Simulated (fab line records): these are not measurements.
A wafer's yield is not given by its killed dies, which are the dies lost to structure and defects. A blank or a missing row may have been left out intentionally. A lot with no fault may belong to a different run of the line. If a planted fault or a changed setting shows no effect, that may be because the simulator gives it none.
fab line records    flow n5_finfet
record lots=7  wafers=21  last_day=18
route steps=1938 shown BEOL_M2@892 BEOL_M4@1111 PASSIVATION@1936
lots untouched by any fault: they come from a run of this same line in which no faults occurred
start_h: hours from the record's opening day to when the first of the lot's shown wafers began    wait_h: hours elapsed since this lot's preceding step    " unchanged from the row above    L1.1+2: a row that stands for several wafers    - no value, or no start given    * or withheld: withheld    < > ~ a bound
route shown NAME@n: a module of which the file shows steps, and the number in the route of the first    usual: mean and standard deviation over wafers with no fault    same: alike in all rows    chamber/n: place in a boat    sites: readings site by site    _std_site: their standard deviation    _edge_site: mean of outer sites minus mean of inner sites    radius_mm: for every site, how far away it sits from the centre of the wafer    mask NAME#n: copy n    behind: the tool/chamber that last shaped the wafer    hold: the reason the lot was held/the length of the hold in hours/how it ended    device: the n, p or np transistor that did not switch    end of line: the route-end tests of the same wafers    for a step that has no rows: nothing shown but its recipe    killed: dies that structure and defects cost at the first sort, which is not the same as the wafer's yield    map: shows each die of a wafer: x if killed, . if not, _ if none is there
set.NAME: the setting that was run; set.NAME@STEP: the one run at that earlier step    model.NAME: the simulator's own value behind a step, which no gauge read
lots at selected steps of the route; one table per step, one row per wafer
services: when a tool's chamber went out of use (start_h, in hours from the record's first day, below 0 if earlier), for how many hours, and the reason
## steps
# step N5_BEOL_M2_STRIP_97
# recipe chemistry=N2/H2  time_s=10  power_w=450  temp_c=40  pressure_mtorr=20  rf_frequency_hz=6e+07  bias_power_w=7  n2_flow_sccm=200  h2_flow_sccm=200
# usual drypump_motor_current_A=5.6/0.4  oes_product_au=0.79/0.082  rf_vpp_V=59.2/0.82  showerhead_plenum_p_Torr=2.52/0.087  throttle_valve_pct=23.63/0.24
lot.wafer  tool         chamber  start_h  wait_h  drypump_motor_current_A  oes_product_au  rf_hours_counter_h  rf_vpp_V  showerhead_plenum_p_Torr  throttle_valve_pct
L753.1     rie_diel-06  2        -        -       5.8                      0.72            200                 59.0      2.52                      23.71
L753.3     "            3        "        "       5.7                      0.69            222                 60.7      2.61                      23.91
L753.5     "            3        "        "       5.7                      0.69            -                   59.3      2.61                      23.91
L754.3     rie_diel-01  3        -        -       5.4                      0.81            87                  59.6      2.46                      23.38
L754.5     "            3        "        "       5.3                      0.81            -                   57.9      2.46                      23.39
L754.6     "            2        "        "       5.3                      0.78            -                   58.7      2.45                      23.70
L765.2     rie_diel-01  1        -        -       5.6                      0.69            236                 59.1      2.50                      23.78
L765.4     "            0        "        "       6.2                      0.69            237                 59.0      2.51                      24.06
L765.5     "            3        "        "       5.3                      0.79            -                   57.3      2.45                      23.41
L767.2     rie_diel-06  0        -        -       4.8                      0.83            77                  59.3      2.67                      23.58
L767.3     "            1        "        "       6.2                      0.85            56                  60.5      2.69                      23.87
L767.4     "            1        "        "       6.3                      0.85            -                   60.9      2.69                      23.87
L766.2     rie_diel-05  1        -        -       6.1                      0.88            35                  58.8      2.58                      23.39
L766.3     "            3        "        "       5.0                      0.86            45                  59.3      2.69                      23.18
L766.5     "            0        "        "       5.5                      0.85            -                   60.1      2.47                      23.42
L771.2     rie_diel-01  1        -        -       5.7                      0.68            250                 59.6      2.49                      23.78
L771.5     "            3        "        "       5.4                      0.77            -                   58.2      2.44                      23.42
L771.6     "            1        "        "       5.6                      0.68            -                   60.2      2.49                      23.77
L775.2     rie_diel-05  3        -        -       5.0                      0.82            68                  59.3      2.68                      23.22
L775.4     "            1        "        "       6.1                      0.84            60                  59.8      2.57                      23.43
L775.6     "            2        "        "       5.6                      0.81            -                   59.0      2.44                      23.85
# step N5_BEOL_M2_OCD_MEAS_38
# usual trench_depth_nm=55.4/0.84
lot.wafer  tool    chamber  start_h  wait_h  trench_depth_nm
L753.1     ocd-02  -        140.19   -       53.4
L753.3     "       -        "        "       54.8
L753.5     "       -        "        "       54.3
L754.3     ocd-01  -        148.60   -       54.7
L754.5     "       -        "        "       54.8
L754.6     "       -        "        "       55.5
L765.2     ocd-02  -        213.75   -       55.2
L765.4     "       -        "        "       54.2
L765.5     "       -        "        "       55.3
L767.2     ocd-01  -        225.23   -       55.5
L767.3     "       -        "        "       55.5
L767.4     "       -        "        "       55.1
L766.2     ocd-01  -        230.14   -       56.4
L766.3     "       -        "        "       56.5
L766.5     "       -        "        "       55.3
L771.2     ocd-01  -        250.76   -       54.7
L771.5     "       -        "        "       55.5
L771.6     "       -        "        "       54.9
L775.2     ocd-02  -        297.77   -       55.8
L775.4     "       -        "        "       56.0
L775.6     "       -        "        "       56.6
# step N5_BEOL_M2_HM_STRIP_39
# recipe chemistry=peroxide_tin_strip  material=TiN  target_depth_a=250  temp_c=50  time_s=158
# step N5_BEOL_M2_SRD_40
# recipe time_s=30  temp_c=23  rinse_liquid=diw  dry=ipa_marangoni
# step N5_BEOL_M2_PRECLEAN_42
# recipe chemistry=residue_remover  time_s=60  temp_c=40
# step N5_BEOL_M2_SRD_43
# recipe time_s=30  temp_c=23  rinse_liquid=diw  dry=ipa_marangoni
# step N5_BEOL_M2_CD_MEAS_35
# recipe target_cd_nm=18  target_cd_y_nm=22.2  polarity=opening
# usual cd_nm=18.04/0.29
lot.wafer  tool       chamber  start_h  wait_h  cd_nm
L753.1     cd_sem-01  -        140.35   0.0     17.96
L753.3     "          -        "        "       18.08
L753.5     "          -        "        "       18.49
L754.3     cd_sem-02  -        148.75   0.0     18.11
L754.5     "          -        "        "       17.71
L754.6     "          -        "        "       17.97
L765.2     cd_sem-01  -        213.91   0.0     18.09
L765.4     "          -        "        "       17.77
L765.5     "          -        "        "       18.16
L767.2     cd_sem-03  -        225.38   0.0     18.09
L767.3     "          -        "        "       18.31
L767.4     "          -        "        "       18.20
L766.2     cd_sem-01  -        230.30   0.0     17.67
L766.3     "          -        "        "       18.03
L766.5     "          -        "        "       18.34
L771.2     cd_sem-01  -        250.91   0.0     18.18
L771.5     "          -        "        "       18.15
L771.6     "          -        "        "       17.71
L775.2     cd_sem-01  -        297.92   0.0     17.99
L775.4     "          -        "        "       17.85
L775.6     "          -        "        "       17.67
# step N5_BEOL_M2_DEGAS_44
# recipe ambient=vacuum  temp_c=250  time_s=60
# usual heater_power_w=342/33
lot.wafer  tool            chamber  start_h  wait_h  heater_power_w
L753.1     pvd_sputter-03  -        140.68   0.3     335
L753.3     "               -        "        "       304
L753.5     "               -        "        "       304
L754.3     pvd_sputter-03  -        148.79   0.0     300
L754.5     "               -        "        "       300
L754.6     "               -        "        "       344
L765.2     pvd_sputter-01  -        214.27   0.4     352
L765.4     "               -        "        "       358
L765.5     "               -        "        "       367
L767.2     pvd_sputter-02  -        227.71   2.3     368
L767.3     "               -        "        "       421
L767.4     "               -        "        "       340
L766.2     pvd_sputter-02  -        230.51   0.2     341
L766.3     "               -        "        "       368
L766.5     "               -        "        "       415
L771.2     pvd_sputter-02  -        251.35   0.4     338
L771.5     "               -        "        "       360
L771.6     "               -        "        "       412
L775.2     pvd_sputter-03  -        298.48   0.6     340
L775.4     "               -        "        "       299
L775.6     "               -        "        "       299
# step N5_BEOL_M2_PRE_CLEAN_45
# recipe gas=H2/He  time_s=30  temp_c=250
# step N5_BEOL_M2_ALD_84
# recipe material=TaN  target_thk_a=*  temp_c=275  ald_precursor_family=PDMAT  ald_co_reactant=NH3  pressure_torr=3  carrier_flow_sccm=1500  pulse_time_s=2  purge_time_s=3  co_reactant_purge_time_s=2  co_reactant_pulse_time_s=3  ald_cycles=30  precursor_vessel_temp_c=75  precursor_vessel_pressure_torr=26.25  precursor_vessel_carrier_sccm=1000
# usual heater_power_w=408/34  precursor_vessel_pressure_torr=26.25/0.053
# same co_reactant_pulse_time_s=3
lot.wafer  tool          chamber  start_h  wait_h  heater_power_w  precursor_vessel_pressure_torr
L753.1     ald_metal-02  2        140.80   0.1     424             26.27
L753.3     "             1        "        "       447             26.32
L753.5     "             1        "        "       452             26.31
L754.3     ald_metal-04  3        148.89   0.0     416             26.20
L754.5     "             2        "        "       444             26.18
L754.6     "             3        "        "       431             26.32
L765.2     ald_metal-02  2        214.37   0.0     448             26.30
L765.4     "             0        "        "       353             26.26
L765.5     "             3        "        "       358             26.30
L767.2     ald_metal-04  0        227.81   0.0     410             26.26
L767.3     "             2        "        "       436             26.25
L767.4     "             3        "        "       432             26.33
L766.2     ald_metal-02  0        230.61   0.0     352             26.29
L766.3     "             2        "        "       437             26.28
L766.5     "             0        "        "       359             26.25
L771.2     ald_metal-02  0        251.51   0.1     346             26.31
L771.5     "             2        "        "       428             26.22
L771.6     "             1        "        "       441             26.34
L775.2     ald_metal-04  0        298.64   0.1     423             26.22
L775.4     "             1        "        "       412             26.20
L775.6     "             0        "        "       422             26.17
# step N5_BEOL_M2_SURFACE_TREAT_85
# recipe gas=Ar  time_s=*  ion_energy_ev=*  ion_current_ma_cm2=0.5  pressure_mtorr=*  ar_flow_sccm=30
# usual throttle_valve_pct=*
lot.wafer  tool            chamber  start_h  wait_h  throttle_valve_pct
L753.1     pvd_sputter-02  -        141.12   0.2     *
L753.3     "               -        "        "       *
L753.5     "               -        "        "       *
L754.3     pvd_sputter-03  -        149.12   0.1     *
L754.5     "               -        "        "       *
L754.6     "               -        "        "       *
L765.2     pvd_sputter-03  -        214.60   0.1     *
L765.4     "               -        "        "       *
L765.5     "               -        "        "       *
L767.2     pvd_sputter-03  -        228.11   0.2     *
L767.3     "               -        "        "       *
L767.4     "               -        "        "       *
L766.2     pvd_sputter-01  -        230.83   0.1     *
L766.3     "               -        "        "       *
L766.5     "               -        "        "       *
L771.2     pvd_sputter-01  -        252.02   0.4     *
L771.5     "               -        "        "       *
L771.6     "               -        "        "       *
L775.2     pvd_sputter-03  -        299.10   0.4     *
L775.4     "               -        "        "       *
L775.6     "               -        "        "       *
# step N5_BEOL_M2_CVD_47
# recipe material=Co  target_thk_a=30  temp_c=withheld  precursor=CCTBA/H2  pressure_torr=30  time_s=223.8
# step N5_BEOL_M2_SPUTTER_48
# recipe material=Cu  target_thk_a=45  temp_c=-20  chamber_pressure_pa=0.07  power_w=withheld  time_s=8.29
# usual chamber_pressure_pa=0.07/0.00014  chuck_gas_flow_sccm=1.26/0.047  throttle_valve_pct=29.8/0.77
lot.wafer  tool            chamber  start_h  wait_h  chamber_pressure_pa  chuck_gas_flow_sccm  throttle_valve_pct
L753.1     pvd_sputter-01  -        141.46   0.2     0.07005              1.23                 30.2
L753.3     "               -        "        "       0.07                 1.33                 29.8
L753.5     "               -        "        "       0.07023              1.26                 30.8
L754.3     pvd_sputter-03  -        149.39   0.1     0.07009              1.26                 28.9
L754.5     "               -        "        "       0.0699               1.32                 29.6
L754.6     "               -        "        "       0.07024              1.27                 29.6
L765.2     pvd_sputter-01  -        214.97   0.2     -                    -                    -
L765.4     "               -        "        "       -                    -                    -
L765.5     "               -        "        "       -                    -                    -
L767.2     pvd_sputter-02  -        228.67   0.2     -                    -                    -
L767.3     "               -        "        "       -                    -                    -
L767.4     "               -        "        "       -                    -                    -
L766.2     pvd_sputter-01  -        231.12   0.1     -                    -                    -
L766.3     "               -        "        "       -                    -                    -
L766.5     "               -        "        "       -                    -                    -
L771.2     pvd_sputter-01  -        252.90   0.2     0.07007              1.25                 29.3
L771.5     "               -        "        "       0.06997              1.32                 29.4
L771.6     "               -        "        "       0.07003              1.18                 30.3
L775.2     pvd_sputter-03  -        299.36   0.1     0.07014              1.22                 29.4
L775.4     "               -        "        "       0.06978              1.34                 30.3
L775.6     "               -        "        "       0.06998              1.27                 29.1
# step N5_BEOL_M2_ANNEAL_49
# recipe temp_c=400  time_s=240  ambient=vacuum
# usual heater_power_w=858/76
lot.wafer  tool            chamber  start_h  wait_h  heater_power_w
L753.1     pvd_sputter-01  -        141.54   0.0     852
L753.3     "               -        "        "       818
L753.5     "               -        "        "       923
L754.3     pvd_sputter-03  -        149.47   0.0     844
L754.5     "               -        "        "       872
L754.6     "               -        "        "       754
L765.2     pvd_sputter-01  -        215.05   0.0     903
L765.4     "               -        "        "       823
L765.5     "               -        "        "       848
L767.2     pvd_sputter-02  -        228.75   0.0     1039
L767.3     "               -        "        "       805
L767.4     "               -        "        "       926
L766.2     pvd_sputter-01  -        231.20   0.0     901
L766.3     "               -        "        "       925
L766.5     "               -        "        "       834
L771.2     pvd_sputter-01  -        252.98   0.0     800
L771.5     "               -        "        "       917
L771.6     "               -        "        "       825
L775.2     pvd_sputter-03  -        299.44   0.0     843
L775.4     "               -        "        "       756
L775.6     "               -        "        "       861
# step N5_BEOL_M4_RC_MEAS_101
# usual DIBL_N=35.7/1.3  DIBL_P=35.4/1.8  IOFF_N=0.152/0.027  IOFF_P=0.20/0.034  ION_N=672/9.8  ION_P=461/7.5  SS_N=71.4/0.55  SS_P=73.1/0.61  VT_N=251/3.3  VT_P=-251/3.6
lot.wafer  tool       chamber  start_h  wait_h  DIBL_N[mV/V]  DIBL_P[mV/V]  IOFF_N[nA/um]  IOFF_P[nA/um]  ION_N[uA/um]  ION_P[uA/um]  SS_N[mV/dec]  SS_P[mV/dec]  VT_N[mV]  VT_P[mV]
L753.1     prober-01  0        167.82   0.0     36.3          36.0          0.147          0.20           667           467           71.1          74.3          252       -249
L753.3     "          0        "        "       36.4          34.7          0.148          0.19           672           462           71.3          73.3          250       -249
L753.5     "          0        "        "       35.3          34.6          0.136          0.18           673           462           71.4          73.1          253       -251
L754.3     prober-01  0        179.43   0.3     39.0          38.2          0.225          0.31           685           475           72.1          74.8          245       -246
L754.5     "          0        "        "       36.1          35.0          0.169          0.24           681           467           71.7          72.7          251       -247
L754.6     "          0        "        "       36.5          35.2          0.172          0.24           666           461           71.9          73.0          248       -247
L765.2     prober-02  0        241.49   0.4     35.9          35.9          0.141          0.19           665           454           71.2          73.2          253       -252
L765.4     "          0        "        "       37.2          36.9          0.161          0.21           675           454           72.1          73.0          250       -253
L765.5     "          0        "        "       34.6          33.9          0.126          0.17           658           454           71.0          72.2          255       -256
L767.2     prober-01  0        256.24   0.2     38.1          37.4          0.178          0.22           667           456           71.9          74.0          248       -251
L767.3     "          0        "        "       37.8          36.4          0.179          0.20           676           455           72.1          74.4          249       -253
L767.4     "          0        "        "       35.4          34.7          0.144          0.17           678           452           71.8          72.4          249       -255
L766.2     prober-01  0        260.74   0.2     36.5          36.6          0.170          0.22           673           462           72.3          72.7          250       -250
L766.3     "          0        "        "       34.8          33.9          0.130          0.18           656           457           72.4          72.2          252       -253
L766.5     "          0        "        "       38.1          38.5          0.192          0.25           676           458           72.1          74.1          249       -248
L771.2     prober-01  0        275.59   0.2     36.0          35.4          0.157          0.20           685           462           71.1          72.8          249       -251
L771.5     "          0        "        "       35.7          35.3          0.148          0.20           678           469           71.1          72.9          250       -249
L771.6     "          0        "        "       36.7          36.2          0.167          0.21           680           463           72.1          73.5          251       -251
L775.2     prober-02  0        318.63   0.2     33.7          33.3          0.112          0.18           669           470           70.2          72.8          255       -250
L775.4     "          0        "        "       32.7          31.1          0.097          0.15           661           459           71.1          72.6          258       -252
L775.6     "          0        "        "       32.1          30.5          0.093          0.16           651           457           70.2          72.6          257       -253
# step N5_PASSIVATION_PROBE_49
# usual defect_limited_yield=91.5/1.3  killed_at_M0_to_M3=33/11  killed_at_M4_up=14/5.3  killed_at_contacts=11/6.3  killed_at_front_end=38/10  killed_at_other=3.7/2.8  killed_dies=101/16  killed_open=67/12  killed_short=32/7.4  sort_bin_5_function=5.0/0.86  sort_bin_6_memory=3.2/0.69  sort_n_pass=1079/16  sort_yield_pct=91.5/1.3
# same gross_dies=1180  killed_at_back_side=0  sort_bin_4_leakage[%]=0  sort_bin_8_speed[%]=0
lot.wafer  tool       chamber  start_h  wait_h  defect_limited_yield[%]  killed_at_M0_to_M3  killed_at_M4_up  killed_at_contacts  killed_at_front_end  killed_at_other  killed_dies  killed_open  killed_short  sort_bin_5_function[%]  sort_bin_6_memory[%]  sort_n_pass  sort_yield_pct[%]
L765.2     prober-02  -        350.50   0.1     90.2                     45                  12               5                   49                   5                116          66           35            6.4                     3.1                   1064         90.2
L765.4     prober-02  -        350.60   0.2     91.2                     45                  17               9                   32                   1                104          51           40            4.7                     3.5                   1076         91.2
L765.5     prober-02  -        350.65   0.2     91.5                     57                  11               5                   27                   0                100          45           35            4.8                     3.3                   1080         91.5
L767.2     prober-01  -        356.46   0.1     90.5                     34                  14               6                   53                   5                112          62           36            5.6                     3.4                   1068         90.5
L767.3     prober-01  -        356.51   0.1     90.8                     33                  13               5                   50                   7                108          66           27            6.2                     2.5                   1072         90.8
L767.4     prober-01  -        356.56   0.2     91.4                     38                  10               8                   44                   1                101          60           25            4.7                     3.6                   1079         91.4
L766.2     prober-01  -        365.00   0.1     90.8                     46                  15               10                  32                   5                108          66           24            6.1                     3.0                   1072         90.8
L766.3     prober-01  -        365.05   0.1     90.8                     49                  8                15                  33                   4                109          70           25            5.2                     3.8                   1071         90.8
L766.5     prober-01  -        365.15   0.2     89.4                     53                  23               5                   38                   6                125          68           42            6.3                     4.2                   1055         89.4
# killed by level:class
L765.2 BEOL_M2:interface_void_opened=15 FIN_SAQP:geometric_particle:open=11 DUMMY_GATE:geometric_particle:open=10 BEOL_M1:geometric_particle:open=10 FIN_SAQP:geometric_particle:short=8 BEOL_M0_SAQP:geometric_particle:open=8 BEOL_M4:geometric_particle:open=7 STI_FIN_REVEAL:geometric_particle:open=6
L765.4 FIN_SAQP:geometric_particle:short=15 BEOL_M2:interface_void_opened=13 BEOL_M0_SAQP:geometric_particle:short=10 BEOL_M0_SAQP:geometric_particle:open=9 FIN_SAQP:geometric_particle:open=7 MOL_CONTACT_COAG:geometric_particle:open=7 BEOL_M4:geometric_particle:open=6 BEOL_M3:geometric_particle:open=4
L765.5 BEOL_M2:interface_void_opened=20 BEOL_M0_SAQP:geometric_particle:short=10 BEOL_M1:geometric_particle:open=9 DUMMY_GATE:geometric_particle:open=6 BEOL_M3:geometric_particle:short=5 BEOL_M3:geometric_particle:open=5 FIN_SAQP:geometric_particle:open=4 FIN_SAQP:geometric_particle:short=4
L767.2 FIN_SAQP:geometric_particle:open=18 BEOL_M2:interface_void_opened=12 FIN_SAQP:geometric_particle:short=11 STI_FIN_REVEAL:geometric_particle:open=9 MOL_CONTACT_COAG:geometric_particle:open=6 BEOL_M1:geometric_particle:open=5 BEOL_M4:geometric_particle:short=5 BEOL_M0_SAQP:geometric_particle:short=4
L767.3 FIN_SAQP:geometric_particle:open=16 BEOL_M2:interface_void_opened=13 STI_FIN_REVEAL:geometric_particle:open=11 FIN_SAQP:geometric_particle:short=8 BEOL_M2:geometric_particle:open=8 STARTING-WAFER:geometric_particle:short=5 MOL_CONTACT_COAG:geometric_particle:open=5 BEOL_M0_SAQP:geometric_particle:open=5
L767.4 BEOL_M2:interface_void_opened=15 STI_FIN_REVEAL:geometric_particle:open=13 FIN_SAQP:geometric_particle:short=10 FIN_SAQP:geometric_particle:open=9 BEOL_M3:geometric_particle:open=9 MOL_CONTACT_COAG:geometric_particle:open=6 BEOL_M2:geometric_particle:open=6 BEOL_M0_SAQP:geometric_particle:open=5
L766.2 BEOL_M2:interface_void_opened=16 MOL_CONTACT_COAG:geometric_particle:open=9 BEOL_M0_SAQP:geometric_particle:open=8 BEOL_M4:geometric_particle:open=8 FIN_SAQP:geometric_particle:open=6 GATE_CUT:geometric_particle:short=6 BEOL_M0_SAQP:geometric_particle:short=6 DUMMY_GATE:geometric_particle:open=5
L766.3 MOL_CONTACT_COAG:geometric_particle:open=12 BEOL_M2:interface_void_opened=12 BEOL_M1:geometric_particle:open=11 BEOL_M2:geometric_particle:open=10 FIN_SAQP:geometric_particle:open=7 FIN_SAQP:geometric_particle:short=4 DUMMY_GATE:geometric_particle:open=4 BEOL_M0_SAQP:geometric_particle:open=4
L766.5 BEOL_M2:interface_void_opened=15 BEOL_M0_SAQP:geometric_particle:open=10 BEOL_M0_SAQP:geometric_particle:short=9 GATE_CUT:geometric_particle:short=9 BEOL_M4:geometric_particle:open=9 BEOL_M1:geometric_particle:open=7 FIN_SAQP:geometric_particle:short=6 DUMMY_GATE:geometric_particle:open=5
## services
tool            chamber  start_h  hours  kind
rie_diel-06     0        149.96   9.6    repair
rie_diel-06     -        186.01   2.8    pm
rie_diel-06     2        193.07   5.0    repair
ald_metal-02    -        211.10   0.3    repair
rie_diel-06     3        217.63   -      clean
rie_diel-06     3        217.63   -      consumable_replace:focus_ring
rie_diel-06     3        217.63   24.0   scheduled_down
rie_diel-06     3        217.63   24.0   vent_cycle
ald_metal-02    3        220.56   8.6    repair
rie_diel-01     0        246.77   -      clean
rie_diel-01     0        246.77   -      consumable_replace:focus_ring
rie_diel-01     0        246.77   17.1   scheduled_down
rie_diel-01     0        246.77   17.1   vent_cycle
rie_diel-06     0        248.46   12.2   repair
rie_diel-06     2        253.30   11.7   repair
rie_diel-01     1        263.83   -      clean
rie_diel-01     1        263.83   -      consumable_replace:focus_ring
rie_diel-01     1        263.83   23.1   scheduled_down
rie_diel-01     1        263.83   23.1   vent_cycle
ald_metal-04    -        275.00   4.3    pm
ald_metal-02    3        279.23   4.1    repair
pvd_sputter-03  -        285.89   3.8    repair
ald_metal-02    1        295.78   3.4    repair
rie_diel-06     2        297.24   -      clean
## key
first_sign step=N5_BEOL_M2_SPUTTER_48  reading=tool_record  direction=missing
effect none on later readings
met_at N5_BEOL_M2_SPUTTER_48
struck_wafers L765.2,L765.4,L765.5,L766.2,L766.3,L766.5,L767.2,L767.3,L767.4
onset_between 141.46 214.97
fault kind=skipped_step_whole  tool=pvd_sputter-01,pvd_sputter-02  chamber=-  onset_h=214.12  steps=N5_BEOL_M2_SPUTTER_48  scope=struck_lots_only
